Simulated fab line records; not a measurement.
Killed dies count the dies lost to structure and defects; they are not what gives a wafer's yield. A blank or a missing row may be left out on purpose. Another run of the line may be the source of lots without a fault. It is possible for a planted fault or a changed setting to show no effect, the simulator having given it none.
Matching of chambers || flow n5_finfet || pecvd-02 running N5_BEOL_M14_DEP_53: 3 sister chambers
The step deposits SiCN from 3MS/NH3, target thk 50 nm, time 17.8 s. 22 wafers are shown with their chamber, then 11 later ones without.

## EACH WAFER AND ITS CHAMBER
{"wafer": "L074.1", "chamber": 1, "throttle_valve_pct (%)": 19.8, "showerhead_plenum_p_Torr (Torr)": 4.196}
{"wafer": "L074.3", "chamber": 2, "throttle_valve_pct (%)": 17.7, "showerhead_plenum_p_Torr (Torr)": 4.178}
{"wafer": "L074.5", "chamber": 1, "throttle_valve_pct (%)": 19.8, "showerhead_plenum_p_Torr (Torr)": 4.194}
{"wafer": "L079.3", "chamber": 0, "throttle_valve_pct (%)": 18.5, "showerhead_plenum_p_Torr (Torr)": 4.174}
{"wafer": "L079.4", "chamber": 0, "throttle_valve_pct (%)": 18.6, "showerhead_plenum_p_Torr (Torr)": 4.174}
{"wafer": "L079.6", "chamber": 1, "throttle_valve_pct (%)": 19.7, "showerhead_plenum_p_Torr (Torr)": 4.196}
{"wafer": "L082.2", "chamber": 2, "throttle_valve_pct (%)": 18.0, "showerhead_plenum_p_Torr (Torr)": 4.180}
{"wafer": "L082.4", "chamber": 1, "throttle_valve_pct (%)": 19.7, "showerhead_plenum_p_Torr (Torr)": 4.188}
{"wafer": "L082.6", "chamber": 2, "throttle_valve_pct (%)": 17.7, "showerhead_plenum_p_Torr (Torr)": 4.195}
{"wafer": "L083.2", "chamber": 1, "throttle_valve_pct (%)": 19.6, "showerhead_plenum_p_Torr (Torr)": 4.198}
{"wafer": "L083.4", "chamber": 1, "throttle_valve_pct (%)": 19.8, "showerhead_plenum_p_Torr (Torr)": 4.198}
{"wafer": "L083.5", "chamber": 2, "throttle_valve_pct (%)": 17.6, "showerhead_plenum_p_Torr (Torr)": 4.178}
{"wafer": "L085.3", "chamber": 0, "throttle_valve_pct (%)": 18.5, "showerhead_plenum_p_Torr (Torr)": 4.168}
{"wafer": "L085.5", "chamber": 0, "throttle_valve_pct (%)": 18.4, "showerhead_plenum_p_Torr (Torr)": 4.173}
{"wafer": "L085.6", "chamber": 2, "throttle_valve_pct (%)": 17.8, "showerhead_plenum_p_Torr (Torr)": 4.180}
{"wafer": "L087.2", "chamber": 0, "throttle_valve_pct (%)": 18.2, "showerhead_plenum_p_Torr (Torr)": 4.167}
{"wafer": "L087.4", "chamber": 2, "throttle_valve_pct (%)": 17.8, "showerhead_plenum_p_Torr (Torr)": 4.182}
{"wafer": "L087.6", "chamber": 0, "throttle_valve_pct (%)": 18.2, "showerhead_plenum_p_Torr (Torr)": 4.156}
{"wafer": "L088.2", "chamber": 2, "throttle_valve_pct (%)": 17.9, "showerhead_plenum_p_Torr (Torr)": 4.172}
{"wafer": "L088.3", "chamber": 0, "throttle_valve_pct (%)": 18.3, "showerhead_plenum_p_Torr (Torr)": 4.171}
{"wafer": "L088.5", "chamber": 2, "throttle_valve_pct (%)": 18.4, "showerhead_plenum_p_Torr (Torr)": 4.186}
{"wafer": "L091.2", "chamber": 0, "throttle_valve_pct (%)": 18.4, "showerhead_plenum_p_Torr (Torr)": 4.170}

SIGNATURES, as means of the wafers listed above
{"reading": "throttle_valve_pct", "chamber 0": 18.387, "chamber 1": 19.733, "chamber 2": 17.863, "scatter within a chamber": 0.181}
{"reading": "showerhead_plenum_p_Torr", "chamber 0": 4.16913, "chamber 1": 4.19500, "chamber 2": 4.18138, "scatter within a chamber": 0.00579}
Rule: for each reading, subtract the chamber's mean from the wafer's reading, divide by that reading's scatter and square the result; add these up over the readings and take the root, which gives the wafer's distance from the chamber. If the next closest chamber is less than 2 further off than the closest, the wafer can't be placed; otherwise it belongs to the closest. The scatter: take each reading less its chamber's mean, square it, sum over the shown wafers, divide by the number of wafers less the number of chambers, and take the root.

## WAFERS MISSING THEIR CHAMBER
{"wafer": "L091.4", "throttle_valve_pct (%)": 17.7, "showerhead_plenum_p_Torr (Torr)": 4.182}
{"wafer": "L091.6", "throttle_valve_pct (%)": 20.0, "showerhead_plenum_p_Torr (Torr)": 4.194}
{"wafer": "L092.2", "throttle_valve_pct (%)": 20.0, "showerhead_plenum_p_Torr (Torr)": 4.200}
{"wafer": "L092.5", "throttle_valve_pct (%)": 17.9, "showerhead_plenum_p_Torr (Torr)": 4.201}
{"wafer": "L092.6", "throttle_valve_pct (%)": 19.4, "showerhead_plenum_p_Torr (Torr)": 4.197}
{"wafer": "L094.4", "throttle_valve_pct (%)": 18.3, "showerhead_plenum_p_Torr (Torr)": 4.163}
{"wafer": "L094.5", "throttle_valve_pct (%)": 17.8, "showerhead_plenum_p_Torr (Torr)": 4.178}
{"wafer": "L094.6", "throttle_valve_pct (%)": 19.7, "showerhead_plenum_p_Torr (Torr)": 4.204}
{"wafer": "L096.1", "throttle_valve_pct (%)": 16.5, "showerhead_plenum_p_Torr (Torr)": 4.187}
{"wafer": "L096.2", "throttle_valve_pct (%)": 18.2, "showerhead_plenum_p_Torr (Torr)": 4.170}
{"wafer": "L096.3", "throttle_valve_pct (%)": 17.9, "showerhead_plenum_p_Torr (Torr)": 4.186}

## EACH ONE'S CHAMBER
{"wafer": "L091.4", "from the rows above": 2, "in truth": 2}
{"wafer": "L091.6", "from the rows above": 1, "in truth": 1}
{"wafer": "L092.2", "from the rows above": 1, "in truth": 1}
{"wafer": "L092.5", "from the rows above": 2, "in truth": 2}
{"wafer": "L092.6", "from the rows above": 1, "in truth": 1}
{"wafer": "L094.4", "from the rows above": 0, "in truth": 0}
{"wafer": "L094.5", "from the rows above": 2, "in truth": 2}
{"wafer": "L094.6", "from the rows above": 1, "in truth": 1}
{"wafer": "L096.1", "from the rows above": 2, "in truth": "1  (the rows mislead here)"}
{"wafer": "L096.2", "from the rows above": "can't be placed: 0 or 2", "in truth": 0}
{"wafer": "L096.3", "from the rows above": 2, "in truth": 2}
Correct placement for 9 of the 11. Can't be placed from these rows: 1 (the true chamber is among the candidates in 1). Number placed wrongly: 1.
